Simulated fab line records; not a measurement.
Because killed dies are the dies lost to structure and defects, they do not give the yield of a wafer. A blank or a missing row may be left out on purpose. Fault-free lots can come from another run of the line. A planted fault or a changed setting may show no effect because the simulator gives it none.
Comparing a struck lot with a sound one || flow n5 finfet || 14 steps out of a route of 1938
Sound: wafers L826.1, L826.5, L826.6. Struck: wafers L841.2, L841.5. At the end, the cause is stated.
For every step that has rows: the tool of each side, followed by ch and its chambers, followed by its first start. Under that, the readings that differ: sound wafers || struck wafers || difference of the means || sigmas: that difference in standard deviations of wafers without a fault.
alike: readings with means less than 2 such deviations apart, plus words and numbers identical on both sides. not compared: withheld readings, readings lacking a value on some wafer, bounds such as >300 that could conceal the same value, and numbers that have no deviation in the record and whose values overlap.
Wherever a step has rows on one side only, a row that says differs or no value, or a row with sigmas, the two part there. Numbers that have no deviation but don't overlap get no sigmas and don't part them. A reading missing from all wafers of one side parts the sides only when that side holds two or more wafers.

first, 5 steps without rows for these wafers: N5_BEOL_M10_EBR_24; N5_BEOL_M10_SOFTBAKE_23 (time 60 s); N5_BEOL_M10_EXPOSE_25 (exposes mask V9); N5_BEOL_M10_PEB_26 (peb time 60 s); N5_BEOL_M10_DEVELOP_27 (develop time 30 s).
N5_BEOL_M10_CD_MEAS_28: target cd 70 nm.
  sound on cd sem-02 ch 0, day 10 10:55; struck on cd sem-02 ch 0, day 14 10:09
  alike: cd nm
N5_BEOL_M10_OVL_MEAS_29:
  sound on overlay-02 ch 0, day 10 10:56; struck on overlay-02 ch 0, day 14 10:10
  alike: V9_OVL
N5_BEOL_M10_INSPECT_30: inspects for defects (brightfield).
  sound on defect inspect-02, day 10 10:58; struck on defect inspect-02, day 14 10:12
{"reading": "raw defect count", "sound": "436 282 466", "struck": "305 178", "difference": -153, "sigmas": -2}
N5_BEOL_M10_DESCUM_33: chemistry O2, time 7.9 s.
  sound on rie diel-06 ch 1,2, day 10 11:00; struck on rie diel-06 ch 0,2, day 14 10:14
  alike: drypump motor current A, oes product au, rf vpp V, showerhead plenum p Torr, throttle valve pct
  not compared: rf hours counter h
N5_BEOL_M10_ETCH_65: etches SiARC in CF4, target depth 39 nm, time 65 s.
  sound on rie diel-06 ch 1,2, day 10 11:02; struck on rie diel-06 ch 0,2, day 14 10:16
  alike: bias w, drypump motor current A, etch rf on time s, oes product au, rf vpp V, showerhead plenum p Torr, throttle valve pct
  not compared: rf hours counter h
N5_BEOL_M10_ETCH_66: etches SOC in N2/H2, target depth 120 nm, overetch 24 nm, time 180 s.
  sound on rie diel-06 ch 1,2, day 10 11:05; struck on rie diel-06 ch 0,2, day 14 10:19
  alike: bias w, drypump motor current A, h2 flow sccm, oes product au, rf vpp V, run length s, showerhead plenum p Torr, throttle valve pct
  not compared: rf hours counter h
then, 1 step without rows for these wafers: N5_BEOL_M10_STRIP_69 (strips in N2/H2).
N5_BEOL_M10_VIA_ETCH_34: etches SiCOH lowk in C4F6/O2, target depth 184.5 nm, time 69.2 s.
  sound on rie diel-06 ch 1,2, day 10 11:12; struck on rie diel-06 ch 0,2, day 14 10:26
{"reading": "bias w (W)", "sound": "184.7 184.0 184.6", "struck": "- -", "difference": "no value on the struck wafers", "sigmas": ""}
{"reading": "run length s (s)", "sound": "91.4 92.7 92.1", "struck": "87.2 86.9", "difference": -5.0, "sigmas": -12}
{"reading": "model.etch.depth nm (nm)", "sound": "185.6 186.2 186.1", "struck": "171.5 174.6", "difference": -12.9, "sigmas": ""}
{"reading": "model.SOC_of_BEOL_M10_COAT_63.thk nm (nm)", "sound": "92.2 92 92.2", "struck": "92.4 92.4", "difference": "+0.3", "sigmas": ""}
  alike: drypump motor current A, oes product au, rf vpp V, showerhead plenum p Torr, throttle valve pct
  not compared: rf hours counter h
then, 1 step without rows for these wafers: N5_BEOL_M10_STRIP_73 (strips in C4F6/O2).

== WHERE THEY PART ==
First at N5_BEOL_M10_INSPECT_30; last, within this record, at N5_BEOL_M10_VIA_ETCH_34.

WHY: the cause the simulator had injected
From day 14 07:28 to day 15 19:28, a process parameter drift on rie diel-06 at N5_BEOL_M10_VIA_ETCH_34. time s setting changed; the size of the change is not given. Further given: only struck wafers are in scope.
